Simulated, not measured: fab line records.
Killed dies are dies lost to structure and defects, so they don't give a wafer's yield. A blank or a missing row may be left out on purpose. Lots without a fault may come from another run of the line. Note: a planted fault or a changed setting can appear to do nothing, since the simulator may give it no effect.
A lot that was struck, set against a sound lot	flow nand_harc	15 out of 1302 route steps
Sound: these wafers, L209.2, L209.3, L209.6. Struck: wafer L201.2 (left out: L201.3, L201.6 of the same lot, which were not struck); the cause appears at the end.
At each step with rows: each side's tool, then ch and its chambers, then its first start. Under that, the readings that differ: sound wafers	struck wafers	difference of the means	sigmas: that difference in standard deviations of wafers without a fault.
alike: words and numbers the same on both sides, and readings whose means are apart by under 2 such deviations; not compared: readings that were withheld, readings missing a value for some wafer, numbers with overlapping values and no deviation given by the record, and bounds like >300 which may hide the same value.
A row with sigmas, a row that says differs or no value, or rows on one side alone: a step with any of these is where the two part. Numbers that have no deviation but don't overlap get no sigmas and don't part them. A reading that every wafer of one side lacks parts them only if that side has two wafers or more.

first, 6 steps without rows for these wafers: NHARC_A_DECK1_JOINT_CVD_34 (deposits SiNx, target thk 20 nm); NHARC_A_DECK1_JOINT_DEP_06 (deposits SiOx, target thk 80 nm); NHARC_A_DECK1_JOINT_CURE_26 (time 32 s); NHARC_A_DECK1_JOINT_ANNEAL_27 (time 3600 s); NHARC_A_DECK1_JOINT_ANNEAL_28 (time 1800 s); NHARC_A_DECK1_JOINT_ANNEAL_29 (time 1800 s).
NHARC_A_DECK1_JOINT_CMP_02: polishes SiOx.
  sound on cmp-04 ch 0,3, day 20 15:42; struck on cmp-04 ch 3, day 17 04:23
  alike: motor_current_A, slurry_filter_dp_kPa
then, 1 step without rows for these wafers: NHARC_A_DECK1_JOINT_SRD_15.
NHARC_A_DECK1_JOINT_DEP_16: deposits SiO2, target thk 45 nm.
  sound on pecvd-04 ch 0,1,2, day 20 16:16; struck on pecvd-04 ch 2, day 17 04:47
  alike: heater_power_w, throttle_valve_pct
NHARC_A_DECK1_JOINT_THK_MEAS_17: measures by ellipsometry.
  sound on film_metro-01, day 20 16:32; struck on film_metro-02, day 17 05:06
  alike: thk_nm
NHARC_A_DECK1_JOINT_INSPECT_05:
  sound on defect_inspect-01, day 20 16:35; struck on defect_inspect-02, day 17 05:08
  alike: raw_defect_count
NHARC_A_ONON_D2_DEP_00: target thk 1000 nm.
  sound on pecvd_onon-03 ch 0, day 20 16:42; struck on pecvd_onon-03 ch 0, day 17 05:16
NHARC_A_ONON_D2_THK_MEAS_02: measures by ellipsometry.
  sound on film_metro-01, day 20 17:11; struck on film_metro-01, day 17 05:43
reading	sound	struck	difference	sigmas
thk_nm (nm)	993 994 992	1446	+453	+49
then, no rows for these wafers at 1 step: NHARC_A_ONON_D2_DEP_03 (target thk 1000 nm).
NHARC_END_SORT_01:
  the record has rows for the sound wafers here (prober-01 ch 0, day 33 03:30) and none for the struck ones

## WHERE THEY PART
Earliest at NHARC_A_ONON_D2_THK_MEAS_02; latest, in this record, at NHARC_END_SORT_01.

WHY: what had been put in by the simulator
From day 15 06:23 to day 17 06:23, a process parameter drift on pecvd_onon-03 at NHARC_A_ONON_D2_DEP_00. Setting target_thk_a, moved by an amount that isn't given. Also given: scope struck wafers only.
